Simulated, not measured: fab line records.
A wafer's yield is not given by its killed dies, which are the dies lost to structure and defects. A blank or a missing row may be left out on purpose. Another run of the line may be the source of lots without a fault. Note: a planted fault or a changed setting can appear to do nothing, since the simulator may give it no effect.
A struck lot beside a sound one    flow nand_harc    35 steps out of a route of 1302
Sound: the wafers L175.3, L175.4, L175.6. Struck: wafers L188.1, L188.4 (left out: L188.2, a lot-mate that was not struck); the cause follows at the end.
At each step with rows: each side's tool, then ch and its chambers, then its first start. Under that, the readings that differ: sound wafers    struck wafers    difference of the means    sigmas: that difference in standard deviations of wafers without a fault.
alike: a reading whose means differ by less than 2 such deviations, as well as words and numbers matching on both sides. not compared: withheld readings; readings where some wafer has no value; bounds like >300 that might hide an equal value; numbers whose values overlap and for which the record gives no deviation.
The two part at a step that has a row with sigmas, a row that says differs or no value, or rows on one side only. Non-overlapping numbers with no deviation appear without sigmas and do not part them. A reading missing from all wafers of one side parts the sides only when that side holds two or more wafers.

first, 2 steps without rows for these wafers: NHARC_A_SLIT_PRECLEAN_19 (cleans in SC1); NHARC_A_SLIT_SRD_20.
NHARC_A_SLIT_CD_MEAS_21:
  sound: cd_sem-02 at day 20 09:22; struck: cd_sem-01 at day 26 03:11
  alike: cd_nm
then, 3 steps without rows for these wafers: NHARC_A_SIN_REMOVE_WET_00 (chemistry H3PO4, time 15300 s); NHARC_A_SIN_REMOVE_PRECLEAN_01 (cleans in SC1); NHARC_A_SIN_REMOVE_SRD_02.
NHARC_A_SIN_REMOVE_INSPECT_04:
  sound: defect_inspect-02 at day 20 16:31; struck: defect_inspect-01 at day 26 09:54
  alike: raw_defect_count
then, 2 steps without rows for these wafers: NHARC_A_WL_FILL_ALD_00 (deposits Al2O3, target thk 3 nm, pulse time 3 s, ald cycles 30); NHARC_A_WL_FILL_RTA_01 (time 5 s).
NHARC_A_WL_FILL_ALD_02: deposits TiN, target thk 2 nm, pulse time 3 s, ald cycles 100.
  sound on ald_metal-04 ch 2,3, day 20 17:04; struck on ald_metal-01 ch 1,2, day 26 10:29
  alike: heater_power_w, precursor_pulse_height_rel, susceptor_temp_C
  not compared: since_wet_clean_h
NHARC_A_WL_FILL_CVD_03: deposits W, target thk 40 nm, time 279 s.
  sound on cvd_w-01 ch 0,1, day 20 17:36; struck on cvd_w-01 ch 0, day 26 10:53
reading               sound                 struck  difference                     sigmas
susceptor_temp_C (C)  300.09 300.07 299.86  - -     no value on the struck wafers  
  alike: heater_power_w, throttle_valve_pct
  not compared: since_wet_clean_h
NHARC_A_WL_FILL_ETCHBACK_04: etches the open film in NF3, target depth 60 nm, time 120 s.
  sound on rie_metal-01 ch 0,1, day 20 17:56; struck on rie_metal-03 ch 0,1, day 26 11:16
  alike: drypump_motor_current_A, oes_product_au
  not compared: rf_hours_counter_h
then, 8 steps without rows for these wafers: NHARC_A_WL_FILL_ETCHBACK_05 (etches the open film in Cl2/BCl3, target depth 22 nm, time 60 s); NHARC_A_WL_FILL_STRIP_27 (strips in N2/H2, time 20 s); NHARC_A_WL_FILL_STRIP_28 (strips in post etch residue remover, time 1200 s); NHARC_A_WL_FILL_PRECLEAN_06 (cleans in DIW, time 300 s); NHARC_A_WL_FILL_SRD_07; NHARC_A_WL_FILL_ANNEAL_08 (time 1800 s); NHARC_A_WL_FILL_ALD_10 (deposits SiO2, target thk 50 nm, pulse time 10 s, ald cycles 500); NHARC_A_WL_FILL_ETCHBACK_16 (etches the open film in C4F8/O2/Ar, target depth 120 nm, time 24 s).
NHARC_A_WL_FILL_STRIP_29: strips in O2, time 20 s.
  sound on rie_diel-05 ch 0,2,3, day 21 04:04; struck on rie_diel-05 ch 0,3, day 27 00:52
  alike: drypump_motor_current_A, oes_product_au, rf_vpp_V, showerhead_plenum_p_Torr, throttle_valve_pct
  not compared: rf_hours_counter_h
NHARC_A_WL_FILL_ETCHBACK_17: etches the open film in Cl2/BCl3, target depth 4 nm, time 26.7 s.
  sound on rie_metal-01 ch 0,1, day 21 04:12; struck on rie_metal-03 ch 0, day 27 00:56
  alike: drypump_motor_current_A, oes_product_au
  not compared: rf_hours_counter_h
then, 11 steps without rows for these wafers: NHARC_A_WL_FILL_PRECLEAN_18 (cleans in dHF, time 30 s); NHARC_A_WL_FILL_SRD_21; NHARC_A_WL_FILL_CVD_23 (deposits poly-Si, target thk 40 nm, time 800 s); NHARC_A_WL_FILL_ETCHBACK_26 (etches the open film in HBr, target depth 52 nm, time 13.3 s); NHARC_A_WL_FILL_PRECLEAN_30 (cleans in dHF, time 10 s); NHARC_A_WL_FILL_SRD_14; NHARC_A_WL_FILL_ALD_19 (deposits TiN, target thk 2 nm, pulse time 3 s, ald cycles 100); NHARC_A_WL_FILL_CVD_20 (deposits W, target thk 100 nm, time 74 s); NHARC_A_WL_FILL_CMP_12 (polishes, t overpolish 30 s, target thk 100 nm); NHARC_A_WL_FILL_SRD_31; NHARC_A_CONTACT_DEP_24 (deposits SiO2, target thk 500 nm).
NHARC_A_CONTACT_DEP_28: deposits aC, target thk 7000 nm.
  sound on acl_dep-01 ch 0, day 21 18:11; struck on acl_dep-02 ch 0, day 27 07:55
  alike: susceptor_temp_C, throttle_valve_pct
-- record jumps: 3 days between struck wafers' starts before vs after; left off in module A_CONTACT, resumes in module END, first step shown is number 1302 of the route --
NHARC_END_SORT_01:
  the record has rows for the struck wafers here (prober-01 ch 0, day 30 08:56) and none for the sound ones

WHERE THEY PART
Earliest at NHARC_A_WL_FILL_CVD_03; latest, in this record, at NHARC_END_SORT_01.

WHY: the cause the simulator had injected
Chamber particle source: cvd_w-01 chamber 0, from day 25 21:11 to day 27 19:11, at NHARC_A_WL_FILL_CVD_03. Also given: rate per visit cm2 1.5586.
